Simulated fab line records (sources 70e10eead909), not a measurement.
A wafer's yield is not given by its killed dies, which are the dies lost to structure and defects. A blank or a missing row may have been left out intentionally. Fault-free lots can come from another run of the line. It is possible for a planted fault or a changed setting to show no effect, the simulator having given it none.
fab line records / flow nandHarc / part 2 of 2: steps 5 to 6 of 6
record lots=24 wafers=72 lastDay=33
route steps=1302 shown A_STAIRCASE@811
lots untouched by any fault: they come from a run of this same line in which no faults occurred
startH: hours from the record's first day to the start of the lot's first wafer shown / waitH: time in hours since the lot's previous step / " unchanged from the row above / L1.1+2: several wafers, shown together as one row / - value missing, or start not given / * or withheld: withheld / < > ~ a bound
route shown NAME@n: NAME is a module with steps in the file, n the number in the route of the first one / usual: mean/standard deviation taken from wafers without a fault / same: alike in all rows / chamber/n: place in a boat / sites: the reading at each site / _std_site: how widely they spread, as a standard deviation / _edge_site: mean of outer sites minus mean of inner sites / radiusMm: how far each site lies from the wafer's centre / mask NAME#n: copy n / behind: tool/chamber where the wafer was last shaped / hold: what put the lot on hold/how long, in hours/how the hold closed / device: whichever transistor did not switch (one of n, p or np) / end of line: at the end of the route, the tests of the same wafers / a step without rows: its recipe alone / killed: dies that structure and defects cost at the first sort, which is not the same as the wafer's yield / map: a wafer's dies, x killed, . not, _ none there
set.NAME: the setting the step ran with; set.NAME@STEP: the setting that earlier step ran with / model.NAME: the simulator's own value behind a step, which no gauge read
one table for each step of the route and one row for each wafer, over a sample of lots
services: when a tool's chamber went out of use (startH, in hours from the record's first day, below 0 if earlier), for how many hours, and the reason
## steps
# step NHARC_A_STAIRCASE_CMP_152
# usual motorCurrentA=11.9/1.1
lot.wafer=L075.1 tool=cmp-02 chamber=2 startH=443.60 waitH=0.1 motorCurrentA=12.8
lot.wafer=L075.4 tool=cmp-02 chamber=1 startH=443.60 waitH=0.1 motorCurrentA=11.1
lot.wafer=L075.5 tool=cmp-02 chamber=3 startH=443.60 waitH=0.1 motorCurrentA=13.1
lot.wafer=L074.2 tool=cmp-03 chamber=1 startH=444.44 waitH=0.1 motorCurrentA=12.2
lot.wafer=L074.5 tool=cmp-03 chamber=2 startH=444.44 waitH=0.1 motorCurrentA=11.9
lot.wafer=L074.6 tool=cmp-03 chamber=3 startH=444.44 waitH=0.1 motorCurrentA=10.7
lot.wafer=L076.3 tool=cmp-03 chamber=0 startH=463.26 waitH=0.1 motorCurrentA=12.2
lot.wafer=L076.1 tool=cmp-03 chamber=2 startH=463.26 waitH=0.1 motorCurrentA=12.5
lot.wafer=L076.5 tool=cmp-03 chamber=0 startH=463.26 waitH=0.1 motorCurrentA=12.3
lot.wafer=L078.4 tool=cmp-02 chamber=0 startH=463.68 waitH=0.1 motorCurrentA=11.8
lot.wafer=L078.6 tool=cmp-02 chamber=1 startH=463.68 waitH=0.1 motorCurrentA=11.4
lot.wafer=L078.5 tool=cmp-02 chamber=2 startH=463.68 waitH=0.1 motorCurrentA=13.2
lot.wafer=L077.3 tool=cmp-02 chamber=0 startH=478.37 waitH=0.1 motorCurrentA=12.2
lot.wafer=L077.1 tool=cmp-02 chamber=1 startH=478.37 waitH=0.1 motorCurrentA=11.6
lot.wafer=L077.6 tool=cmp-02 chamber=2 startH=478.37 waitH=0.1 motorCurrentA=13.1
lot.wafer=L079.1 tool=cmp-03 chamber=2 startH=499.75 waitH=0.1 motorCurrentA=12.2
lot.wafer=L079.3 tool=cmp-03 chamber=3 startH=499.75 waitH=0.1 motorCurrentA=10.9
lot.wafer=L079.5 tool=cmp-03 chamber=2 startH=499.75 waitH=0.1 motorCurrentA=11.6
lot.wafer=L080.3 tool=cmp-02 chamber=1 startH=517.35 waitH=0.1 motorCurrentA=11.7
lot.wafer=L080.4 tool=cmp-02 chamber=2 startH=517.35 waitH=0.1 motorCurrentA=12.4
lot.wafer=L080.5 tool=cmp-02 chamber=1 startH=517.35 waitH=0.1 motorCurrentA=11.4
lot.wafer=L081.3 tool=cmp-03 chamber=0 startH=517.64 waitH=0.1 motorCurrentA=12.8
lot.wafer=L081.2 tool=cmp-03 chamber=3 startH=517.64 waitH=0.1 motorCurrentA=11.5
lot.wafer=L081.5 tool=cmp-03 chamber=0 startH=517.64 waitH=0.1 motorCurrentA=12.2
lot.wafer=L082.2 tool=cmp-04 chamber=1 startH=527.24 waitH=0.1 motorCurrentA=10.2
lot.wafer=L082.6 tool=cmp-04 chamber=1 startH=527.24 waitH=0.1 motorCurrentA=10.0
lot.wafer=L082.5 tool=cmp-04 chamber=2 startH=527.24 waitH=0.1 motorCurrentA=12.2
lot.wafer=L083.2 tool=cmp-04 chamber=2 startH=527.52 waitH=0.1 motorCurrentA=13.3
lot.wafer=L083.3 tool=cmp-04 chamber=0 startH=527.52 waitH=0.1 motorCurrentA=10.1
lot.wafer=L083.5 tool=cmp-04 chamber=3 startH=527.52 waitH=0.1 motorCurrentA=11.3
lot.wafer=L084.4 tool=cmp-02 chamber=0 startH=535.89 waitH=0.1 motorCurrentA=12.3
lot.wafer=L084.5 tool=cmp-02 chamber=3 startH=535.89 waitH=0.1 motorCurrentA=14.2
lot.wafer=L084.6 tool=cmp-02 chamber=0 startH=535.89 waitH=0.1 motorCurrentA=11.9
lot.wafer=L085.3 tool=cmp-04 chamber=0 startH=541.26 waitH=0.1 motorCurrentA=10.4
lot.wafer=L085.2 tool=cmp-04 chamber=2 startH=541.26 waitH=0.1 motorCurrentA=13.2
lot.wafer=L085.5 tool=cmp-04 chamber=0 startH=541.26 waitH=0.1 motorCurrentA=10.4
lot.wafer=L086.1 tool=cmp-04 chamber=3 startH=551.79 waitH=0.1 motorCurrentA=11.5
lot.wafer=L086.2 tool=cmp-04 chamber=1 startH=551.79 waitH=0.1 motorCurrentA=10.9
lot.wafer=L086.6 tool=cmp-04 chamber=3 startH=551.79 waitH=0.1 motorCurrentA=11.3
lot.wafer=L087.3 tool=cmp-04 chamber=1 startH=562.65 waitH=0.1 motorCurrentA=10.3
lot.wafer=L087.2 tool=cmp-04 chamber=2 startH=562.65 waitH=0.1 motorCurrentA=13.6
lot.wafer=L087.1 tool=cmp-04 chamber=3 startH=562.65 waitH=0.1 motorCurrentA=11.7
lot.wafer=L089.4 tool=cmp-04 chamber=0 startH=576.89 waitH=0.1 motorCurrentA=9.8
lot.wafer=L089.2 tool=cmp-04 chamber=2 startH=576.89 waitH=0.1 motorCurrentA=13.0
lot.wafer=L089.5 tool=cmp-04 chamber=0 startH=576.89 waitH=0.1 motorCurrentA=10.4
lot.wafer=L090.1 tool=cmp-04 chamber=3 startH=586.60 waitH=0.1 motorCurrentA=10.6
lot.wafer=L090.5 tool=cmp-04 chamber=0 startH=586.60 waitH=0.1 motorCurrentA=10.0
lot.wafer=L090.6 tool=cmp-04 chamber=1 startH=586.60 waitH=0.1 motorCurrentA=10.0
lot.wafer=L091.1 tool=cmp-03 chamber=3 startH=586.86 waitH=0.1 motorCurrentA=10.8
lot.wafer=L091.3 tool=cmp-03 chamber=0 startH=586.86 waitH=0.1 motorCurrentA=12.7
lot.wafer=L091.5 tool=cmp-03 chamber=3 startH=586.86 waitH=0.1 motorCurrentA=12.1
lot.wafer=L088.2 tool=cmp-02 chamber=1 startH=587.24 waitH=0.1 motorCurrentA=11.1
lot.wafer=L088.1 tool=cmp-02 chamber=2 startH=587.24 waitH=0.1 motorCurrentA=12.7
lot.wafer=L088.3 tool=cmp-02 chamber=0 startH=587.24 waitH=0.1 motorCurrentA=11.9
lot.wafer=L092.1 tool=cmp-04 chamber=0 startH=609.50 waitH=0.1 motorCurrentA=10.1
lot.wafer=L092.2 tool=cmp-04 chamber=1 startH=609.50 waitH=0.1 motorCurrentA=10.7
lot.wafer=L092.5 tool=cmp-04 chamber=2 startH=609.50 waitH=0.1 motorCurrentA=12.7
lot.wafer=L093.3 tool=cmp-04 chamber=1 startH=620.56 waitH=0.1 motorCurrentA=10.5
lot.wafer=L093.4 tool=cmp-04 chamber=2 startH=620.56 waitH=0.1 motorCurrentA=13.0
lot.wafer=L093.1 tool=cmp-04 chamber=3 startH=620.56 waitH=0.1 motorCurrentA=11.1
lot.wafer=L095.4 tool=cmp-04 chamber=3 startH=634.67 waitH=0.1 motorCurrentA=11.5
lot.wafer=L095.3 tool=cmp-04 chamber=1 startH=634.67 waitH=0.1 motorCurrentA=10.8
lot.wafer=L095.5 tool=cmp-04 chamber=2 startH=634.67 waitH=0.1 motorCurrentA=13.1
lot.wafer=L094.2 tool=cmp-02 chamber=3 startH=634.94 waitH=0.1 motorCurrentA=13.2
lot.wafer=L094.4 tool=cmp-02 chamber=1 startH=634.94 waitH=0.1 motorCurrentA=11.2
lot.wafer=L094.6 tool=cmp-02 chamber=0 startH=634.94 waitH=0.1 motorCurrentA=12.1
lot.wafer=L096.1 tool=cmp-03 chamber=2 startH=644.93 waitH=0.1 motorCurrentA=12.2
lot.wafer=L096.4 tool=cmp-03 chamber=1 startH=644.93 waitH=0.1 motorCurrentA=12.6
lot.wafer=L096.5 tool=cmp-03 chamber=2 startH=644.93 waitH=0.1 motorCurrentA=12.4
lot.wafer=L097.1 tool=cmp-02 chamber=1 startH=664.49 waitH=0.1 motorCurrentA=11.2
lot.wafer=L097.2 tool=cmp-02 chamber=2 startH=664.49 waitH=0.1 motorCurrentA=12.7
lot.wafer=L097.3 tool=cmp-02 chamber=3 startH=664.49 waitH=0.1 motorCurrentA=13.9
# step NHARC_A_STAIRCASE_STRIP_475
# recipe timeS=20 o2FlowSccm=500 arFlowSccm=0 biasW=0 chemistry=O2
# usual drypumpMotorCurrentA=5.8/0.43 oesProductAu=1.001/0.011 rfVppV=57.6/0.97 showerheadPlenumPTorr=3.52/0.14 throttleValvePct=17.036/0.0097
lot.wafer=L075.1 tool=rieDiel-01 chamber=0 startH=444.68 waitH=0.2 drypumpMotorCurrentA=6.0 oesProductAu=1.007 rfHoursCounterH=13 rfVppV=56.5 showerheadPlenumPTorr=3.35 throttleValvePct=17.031
lot.wafer=L075.5 tool=rieDiel-01 chamber=1 startH=444.68 waitH=0.2 drypumpMotorCurrentA=5.3 oesProductAu=0.994 rfHoursCounterH=- rfVppV=56.7 showerheadPlenumPTorr=3.45 throttleValvePct=17.025
lot.wafer=L075.4 tool=rieDiel-01 chamber=2 startH=444.68 waitH=0.2 drypumpMotorCurrentA=6.4 oesProductAu=0.982 rfHoursCounterH=- rfVppV=57.3 showerheadPlenumPTorr=3.34 throttleValvePct=17.046
lot.wafer=L074.2 tool=rieDiel-01 chamber=2 startH=445.49 waitH=0.1 drypumpMotorCurrentA=6.4 oesProductAu=0.977 rfHoursCounterH=12 rfVppV=54.6 showerheadPlenumPTorr=3.34 throttleValvePct=17.049
lot.wafer=L074.5 tool=rieDiel-01 chamber=2 startH=445.49 waitH=0.1 drypumpMotorCurrentA=6.4 oesProductAu=0.976 rfHoursCounterH=- rfVppV=56.2 showerheadPlenumPTorr=3.34 throttleValvePct=17.034
lot.wafer=L074.6 tool=rieDiel-01 chamber=0 startH=445.49 waitH=0.1 drypumpMotorCurrentA=6.0 oesProductAu=1.012 rfHoursCounterH=- rfVppV=55.6 showerheadPlenumPTorr=3.35 throttleValvePct=17.029
lot.wafer=L076.1 tool=rieDiel-05 chamber=2 startH=- waitH=- drypumpMotorCurrentA=5.9 oesProductAu=1.011 rfHoursCounterH=22 rfVppV=57.7 showerheadPlenumPTorr=3.59 throttleValvePct=17.021
lot.wafer=L076.3 tool=rieDiel-05 chamber=3 startH=- waitH=- drypumpMotorCurrentA=5.2 oesProductAu=1.004 rfHoursCounterH=20 rfVppV=59.2 showerheadPlenumPTorr=3.76 throttleValvePct=17.040
lot.wafer=L076.5 tool=rieDiel-05 chamber=0 startH=- waitH=- drypumpMotorCurrentA=5.0 oesProductAu=1.009 rfHoursCounterH=- rfVppV=58.0 showerheadPlenumPTorr=3.57 throttleValvePct=17.032
lot.wafer=L078.4 tool=rieDiel-01 chamber=2 startH=- waitH=- drypumpMotorCurrentA=6.4 oesProductAu=0.990 rfHoursCounterH=22 rfVppV=57.7 showerheadPlenumPTorr=3.34 throttleValvePct=17.037
lot.wafer=L078.6 tool=rieDiel-01 chamber=3 startH=- waitH=- drypumpMotorCurrentA=5.8 oesProductAu=1.004 rfHoursCounterH=- rfVppV=58.5 showerheadPlenumPTorr=3.56 throttleValvePct=17.068
lot.wafer=L078.5 tool=rieDiel-01 chamber=0 startH=- waitH=- drypumpMotorCurrentA=6.0 oesProductAu=1.006 rfHoursCounterH=- rfVppV=57.6 showerheadPlenumPTorr=3.34 throttleValvePct=17.030
lot.wafer=L077.1 tool=rieDiel-01 chamber=1 startH=479.39 waitH=0.2 drypumpMotorCurrentA=5.3 oesProductAu=0.981 rfHoursCounterH=36 rfVppV=56.5 showerheadPlenumPTorr=3.45 throttleValvePct=17.033
lot.wafer=L077.3 tool=rieDiel-01 chamber=3 startH=479.39 waitH=0.2 drypumpMotorCurrentA=5.8 oesProductAu=0.996 rfHoursCounterH=10 rfVppV=58.2 showerheadPlenumPTorr=3.56 throttleValvePct=17.036
lot.wafer=L077.6 tool=rieDiel-01 chamber=3 startH=479.39 waitH=0.2 drypumpMotorCurrentA=5.9 oesProductAu=0.991 rfHoursCounterH=- rfVppV=57.6 showerheadPlenumPTorr=3.56 throttleValvePct=17.041
lot.wafer=L079.1 tool=rieDiel-05 chamber=2 startH=- waitH=- drypumpMotorCurrentA=5.9 oesProductAu=1.006 rfHoursCounterH=31 rfVppV=58.3 showerheadPlenumPTorr=3.58 throttleValvePct=17.049
lot.wafer=L079.3 tool=rieDiel-05 chamber=3 startH=- waitH=- drypumpMotorCurrentA=5.2 oesProductAu=1.006 rfHoursCounterH=29 rfVppV=56.6 showerheadPlenumPTorr=3.76 throttleValvePct=17.043
lot.wafer=L079.5 tool=rieDiel-05 chamber=1 startH=- waitH=- drypumpMotorCurrentA=5.8 oesProductAu=1.014 rfHoursCounterH=- rfVppV=59.0 showerheadPlenumPTorr=3.72 throttleValvePct=17.041
lot.wafer=L080.4 tool=rieDiel-01 chamber=1 startH=- waitH=- drypumpMotorCurrentA=5.2 oesProductAu=0.983 rfHoursCounterH=48 rfVppV=57.9 showerheadPlenumPTorr=3.44 throttleValvePct=17.033
lot.wafer=L080.3 tool=rieDiel-01 chamber=2 startH=- waitH=- drypumpMotorCurrentA=6.4 oesProductAu=0.982 rfHoursCounterH=38 rfVppV=54.8 showerheadPlenumPTorr=3.33 throttleValvePct=17.050
lot.wafer=L080.5 tool=rieDiel-01 chamber=1 startH=- waitH=- drypumpMotorCurrentA=5.3 oesProductAu=0.992 rfHoursCounterH=- rfVppV=58.8 showerheadPlenumPTorr=3.44 throttleValvePct=17.025
lot.wafer=L081.3 tool=rieDiel-05 chamber=3 startH=- waitH=- drypumpMotorCurrentA=5.1 oesProductAu=1.006 rfHoursCounterH=35 rfVppV=57.7 showerheadPlenumPTorr=3.76 throttleValvePct=17.052
lot.wafer=L081.2 tool=rieDiel-05 chamber=1 startH=- waitH=- drypumpMotorCurrentA=5.8 oesProductAu=1.004 rfHoursCounterH=39 rfVppV=57.7 showerheadPlenumPTorr=3.72 throttleValvePct=17.045
lot.wafer=L081.5 tool=rieDiel-05 chamber=2 startH=- waitH=- drypumpMotorCurrentA=5.9 oesProductAu=1.000 rfHoursCounterH=- rfVppV=59.0 showerheadPlenumPTorr=3.58 throttleValvePct=17.046
lot.wafer=L082.2 tool=rieDiel-01 chamber=2 startH=- waitH=- drypumpMotorCurrentA=6.4 oesProductAu=0.984 rfHoursCounterH=42 rfVppV=56.7 showerheadPlenumPTorr=3.33 throttleValvePct=17.040
lot.wafer=L082.6 tool=rieDiel-01 chamber=1 startH=- waitH=- drypumpMotorCurrentA=5.2 oesProductAu=0.992 rfHoursCounterH=- rfVppV=57.4 showerheadPlenumPTorr=3.44 throttleValvePct=17.034
lot.wafer=L082.5 tool=rieDiel-01 chamber=2 startH=- waitH=- drypumpMotorCurrentA=6.4 oesProductAu=0.996 rfHoursCounterH=- rfVppV=56.4 showerheadPlenumPTorr=3.33 throttleValvePct=17.050
lot.wafer=L083.3 tool=rieDiel-09 chamber=3 startH=- waitH=- drypumpMotorCurrentA=6.4 oesProductAu=1.008 rfHoursCounterH=10 rfVppV=59.5 showerheadPlenumPTorr=3.74 throttleValvePct=17.010
lot.wafer=L083.2 tool=rieDiel-09 chamber=1 startH=- waitH=- drypumpMotorCurrentA=5.9 oesProductAu=0.999 rfHoursCounterH=8 rfVppV=56.6 showerheadPlenumPTorr=3.62 throttleValvePct=17.049
lot.wafer=L083.5 tool=rieDiel-09 chamber=3 startH=- waitH=- drypumpMotorCurrentA=6.4 oesProductAu=0.997 rfHoursCounterH=- rfVppV=58.7 showerheadPlenumPTorr=3.74 throttleValvePct=17.033
lot.wafer=L084.4 tool=rieDiel-01 chamber=3 startH=- waitH=- drypumpMotorCurrentA=5.8 oesProductAu=0.998 rfHoursCounterH=32 rfVppV=57.6 showerheadPlenumPTorr=3.55 throttleValvePct=17.037
lot.wafer=L084.5 tool=rieDiel-01 chamber=1 startH=- waitH=- drypumpMotorCurrentA=5.2 oesProductAu=0.995 rfHoursCounterH=- rfVppV=57.2 showerheadPlenumPTorr=3.44 throttleValvePct=17.019
lot.wafer=L084.6 tool=rieDiel-01 chamber=2 startH=- waitH=- drypumpMotorCurrentA=6.4 oesProductAu=0.991 rfHoursCounterH=- rfVppV=57.0 showerheadPlenumPTorr=3.32 throttleValvePct=17.030
lot.wafer=L085.3 tool=rieDiel-09 chamber=0 startH=- waitH=- drypumpMotorCurrentA=5.7 oesProductAu=1.022 rfHoursCounterH=15 rfVppV=57.7 showerheadPlenumPTorr=3.61 throttleValvePct=17.054
lot.wafer=L085.2 tool=rieDiel-09 chamber=3 startH=- waitH=- drypumpMotorCurrentA=6.4 oesProductAu=1.005 rfHoursCounterH=13 rfVppV=57.2 showerheadPlenumPTorr=3.74 throttleValvePct=17.041
lot.wafer=L085.5 tool=rieDiel-09 chamber=0 startH=- waitH=- drypumpMotorCurrentA=5.8 oesProductAu=1.016 rfHoursCounterH=- rfVppV=59.2 showerheadPlenumPTorr=3.61 throttleValvePct=17.040
lot.wafer=L086.2 tool=rieDiel-05 chamber=1 startH=- waitH=- drypumpMotorCurrentA=5.8 oesProductAu=1.012 rfHoursCounterH=54 rfVppV=59.0 showerheadPlenumPTorr=3.71 throttleValvePct=17.032
lot.wafer=L086.1 tool=rieDiel-05 chamber=0 startH=- waitH=- drypumpMotorCurrentA=5.0 oesProductAu=1.021 rfHoursCounterH=49 rfVppV=59.5 showerheadPlenumPTorr=3.55 throttleValvePct=17.031
lot.wafer=L086.6 tool=rieDiel-05 chamber=1 startH=- waitH=- drypumpMotorCurrentA=5.8 oesProductAu=1.015 rfHoursCounterH=- rfVppV=57.3 showerheadPlenumPTorr=3.71 throttleValvePct=17.049
lot.wafer=L087.1 tool=rieDiel-09 chamber=3 startH=- waitH=- drypumpMotorCurrentA=6.4 oesProductAu=1.007 rfHoursCounterH=22 rfVppV=57.0 showerheadPlenumPTorr=3.74 throttleValvePct=17.019
lot.wafer=L087.3 tool=rieDiel-09 chamber=1 startH=- waitH=- drypumpMotorCurrentA=5.9 oesProductAu=1.005 rfHoursCounterH=20 rfVppV=58.1 showerheadPlenumPTorr=3.61 throttleValvePct=17.042
lot.wafer=L087.2 tool=rieDiel-09 chamber=2 startH=- waitH=- drypumpMotorCurrentA=6.2 oesProductAu=1.008 rfHoursCounterH=18 rfVppV=56.5 showerheadPlenumPTorr=3.55 throttleValvePct=17.029
lot.wafer=L089.2 tool=rieDiel-05 chamber=1 startH=- waitH=- drypumpMotorCurrentA=5.8 oesProductAu=0.999 rfHoursCounterH=63 rfVppV=58.5 showerheadPlenumPTorr=3.71 throttleValvePct=17.030
lot.wafer=L089.4 tool=rieDiel-05 chamber=3 startH=- waitH=- drypumpMotorCurrentA=5.2 oesProductAu=1.000 rfHoursCounterH=58 rfVppV=58.2 showerheadPlenumPTorr=3.74 throttleValvePct=17.038
lot.wafer=L089.5 tool=rieDiel-05 chamber=1 startH=- waitH=- drypumpMotorCurrentA=5.8 oesProductAu=0.998 rfHoursCounterH=- rfVppV=58.5 showerheadPlenumPTorr=3.71 throttleValvePct=17.032
lot.wafer=L090.1 tool=rieDiel-01 chamber=0 startH=- waitH=- drypumpMotorCurrentA=6.0 oesProductAu=0.997 rfHoursCounterH=8 rfVppV=57.6 showerheadPlenumPTorr=3.32 throttleValvePct=17.032
lot.wafer=L090.5 tool=rieDiel-01 chamber=0 startH=- waitH=- drypumpMotorCurrentA=6.0 oesProductAu=0.993 rfHoursCounterH=- rfVppV=56.8 showerheadPlenumPTorr=3.32 throttleValvePct=17.049
lot.wafer=L090.6 tool=rieDiel-01 chamber=1 startH=- waitH=- drypumpMotorCurrentA=5.3 oesProductAu=0.988 rfHoursCounterH=- rfVppV=58.1 showerheadPlenumPTorr=3.43 throttleValvePct=17.040
lot.wafer=L091.3 tool=rieDiel-01 chamber=0 startH=- waitH=- drypumpMotorCurrentA=6.0 oesProductAu=1.006 rfHoursCounterH=9 rfVppV=57.8 showerheadPlenumPTorr=3.32 throttleValvePct=17.048
lot.wafer=L091.1 tool=rieDiel-01 chamber=1 startH=- waitH=- drypumpMotorCurrentA=5.2 oesProductAu=0.988 rfHoursCounterH=9 rfVppV=58.3 showerheadPlenumPTorr=3.43 throttleValvePct=17.040
lot.wafer=L091.5 tool=rieDiel-01 chamber=2 startH=- waitH=- drypumpMotorCurrentA=6.4 oesProductAu=0.990 rfHoursCounterH=- rfVppV=57.0 showerheadPlenumPTorr=3.32 throttleValvePct=17.046
lot.wafer=L088.1 tool=rieDiel-01 chamber=3 startH=- waitH=- drypumpMotorCurrentA=5.8 oesProductAu=1.020 rfHoursCounterH=7 rfVppV=58.0 showerheadPlenumPTorr=3.54 throttleValvePct=17.035
lot.wafer=L088.3 tool=rieDiel-01 chamber=1 startH=- waitH=- drypumpMotorCurrentA=5.2 oesProductAu=0.998 rfHoursCounterH=9 rfVppV=56.2 showerheadPlenumPTorr=3.43 throttleValvePct=17.028
lot.wafer=L088.2 tool=rieDiel-01 chamber=2 startH=- waitH=- drypumpMotorCurrentA=6.4 oesProductAu=0.999 rfHoursCounterH=8 rfVppV=57.4 showerheadPlenumPTorr=3.32 throttleValvePct=17.037
lot.wafer=L092.2 tool=rieDiel-05 chamber=2 startH=- waitH=- drypumpMotorCurrentA=5.9 oesProductAu=1.014 rfHoursCounterH=6 rfVppV=59.1 showerheadPlenumPTorr=3.56 throttleValvePct=17.046
lot.wafer=L092.1 tool=rieDiel-05 chamber=3 startH=- waitH=- drypumpMotorCurrentA=5.2 oesProductAu=1.004 rfHoursCounterH=5 rfVppV=56.9 showerheadPlenumPTorr=3.74 throttleValvePct=17.009
lot.wafer=L092.5 tool=rieDiel-05 chamber=2 startH=- waitH=- drypumpMotorCurrentA=5.9 oesProductAu=1.019 rfHoursCounterH=- rfVppV=58.1 showerheadPlenumPTorr=3.56 throttleValvePct=17.034
lot.wafer=L093.1 tool=rieDiel-09 chamber=3 startH=- waitH=- drypumpMotorCurrentA=6.4 oesProductAu=0.996 rfHoursCounterH=39 rfVppV=57.8 showerheadPlenumPTorr=3.73 throttleValvePct=17.035
lot.wafer=L093.3 tool=rieDiel-09 chamber=0 startH=- waitH=- drypumpMotorCurrentA=5.8 oesProductAu=1.023 rfHoursCounterH=44 rfVppV=58.1 showerheadPlenumPTorr=3.59 throttleValvePct=17.023
lot.wafer=L093.4 tool=rieDiel-09 chamber=1 startH=- waitH=- drypumpMotorCurrentA=5.9 oesProductAu=1.002 rfHoursCounterH=38 rfVppV=59.0 showerheadPlenumPTorr=3.60 throttleValvePct=17.039
lot.wafer=L095.3 tool=rieDiel-05 chamber=3 startH=- waitH=- drypumpMotorCurrentA=5.2 oesProductAu=0.989 rfHoursCounterH=16 rfVppV=57.7 showerheadPlenumPTorr=3.73 throttleValvePct=17.015
lot.wafer=L095.4 tool=rieDiel-05 chamber=0 startH=- waitH=- drypumpMotorCurrentA=5.0 oesProductAu=0.995 rfHoursCounterH=16 rfVppV=58.7 showerheadPlenumPTorr=3.54 throttleValvePct=17.035
lot.wafer=L095.5 tool=rieDiel-05 chamber=3 startH=- waitH=- drypumpMotorCurrentA=5.2 oesProductAu=1.002 rfHoursCounterH=- rfVppV=57.4 showerheadPlenumPTorr=3.73 throttleValvePct=17.027
lot.wafer=L094.4 tool=rieDiel-01 chamber=0 startH=- waitH=- drypumpMotorCurrentA=5.9 oesProductAu=1.007 rfHoursCounterH=25 rfVppV=57.8 showerheadPlenumPTorr=3.31 throttleValvePct=17.036
lot.wafer=L094.2 tool=rieDiel-01 chamber=1 startH=- waitH=- drypumpMotorCurrentA=5.3 oesProductAu=0.986 rfHoursCounterH=23 rfVppV=57.9 showerheadPlenumPTorr=3.42 throttleValvePct=17.036
lot.wafer=L094.6 tool=rieDiel-01 chamber=3 startH=- waitH=- drypumpMotorCurrentA=5.8 oesProductAu=1.007 rfHoursCounterH=- rfVppV=57.8 showerheadPlenumPTorr=3.53 throttleValvePct=17.041
lot.wafer=L096.4 tool=rieDiel-05 chamber=1 startH=- waitH=- drypumpMotorCurrentA=5.8 oesProductAu=1.003 rfHoursCounterH=17 rfVppV=58.8 showerheadPlenumPTorr=3.69 throttleValvePct=17.033
lot.wafer=L096.1 tool=rieDiel-05 chamber=3 startH=- waitH=- drypumpMotorCurrentA=5.2 oesProductAu=0.990 rfHoursCounterH=21 rfVppV=57.1 showerheadPlenumPTorr=3.73 throttleValvePct=17.029
lot.wafer=L096.5 tool=rieDiel-05 chamber=0 startH=- waitH=- drypumpMotorCurrentA=5.0 oesProductAu=1.000 rfHoursCounterH=- rfVppV=56.9 showerheadPlenumPTorr=3.54 throttleValvePct=17.039
lot.wafer=L097.3 tool=rieDiel-01 chamber=2 startH=- waitH=- drypumpMotorCurrentA=6.4 oesProductAu=0.980 rfHoursCounterH=36 rfVppV=57.3 showerheadPlenumPTorr=3.30 throttleValvePct=17.028
lot.wafer=L097.1 tool=rieDiel-01 chamber=3 startH=- waitH=- drypumpMotorCurrentA=5.8 oesProductAu=1.010 rfHoursCounterH=38 rfVppV=58.6 showerheadPlenumPTorr=3.52 throttleValvePct=17.030
lot.wafer=L097.2 tool=rieDiel-01 chamber=1 startH=- waitH=- drypumpMotorCurrentA=5.3 oesProductAu=0.983 rfHoursCounterH=32 rfVppV=58.0 showerheadPlenumPTorr=3.41 throttleValvePct=17.040
## services
tool=rieDiel-01 chamber=- startH=381.24 hours=9.0 kind=pm
tool=rieDiel-09 chamber=1 startH=386.84 hours=5.0 kind=repair
tool=cmp-02 chamber=- startH=395.10 hours=1.7 kind=repair
tool=cmp-04 chamber=- startH=405.14 hours=4.0 kind=pm
tool=rieDiel-05 chamber=- startH=406.62 hours=9.0 kind=pm
tool=rieDiel-01 chamber=0 startH=407.74 hours=18.9 kind=repair
tool=plasmaAsher-02 chamber=- startH=418.00 hours=1.7 kind=repair
tool=plasmaAsher-02 chamber=- startH=423.32 hours=1.7 kind=repair
tool=plasmaAsher-02 chamber=- startH=426.61 hours=9.0 kind=pm
tool=cmp-04 chamber=- startH=446.85 hours=2.5 kind=repair
tool=rieDiel-09 chamber=1 startH=449.41 hours=13.0 kind=repair
tool=rieDiel-01 chamber=3 startH=455.97 hours=1.4 kind=repair
tool=rieDiel-09 chamber=- startH=463.31 hours=1.1 kind=repair
tool=rieDiel-01 chamber=2 startH=476.04 hours=5.3 kind=repair
tool=rieDiel-05 chamber=3 startH=491.62 hours=1.4 kind=repair
tool=cmp-04 chamber=- startH=495.18 hours=0.9 kind=repair
tool=rieDiel-09 chamber=- startH=497.46 hours=9.0 kind=pm
tool=cmp-04 chamber=- startH=503.14 hours=4.0 kind=pm
tool=plasmaAsher-01 chamber=- startH=519.00 hours=9.0 kind=pm
tool=rieDiel-01 chamber=- startH=558.24 hours=9.0 kind=pm
tool=rieDiel-05 chamber=- startH=583.85 hours=9.0 kind=pm
tool=cmp-04 chamber=- startH=601.14 hours=4.0 kind=pm
tool=plasmaAsher-02 chamber=- startH=603.61 hours=9.0 kind=pm
tool=plasmaAsher-01 chamber=- startH=627.72 hours=12.0 kind=repair
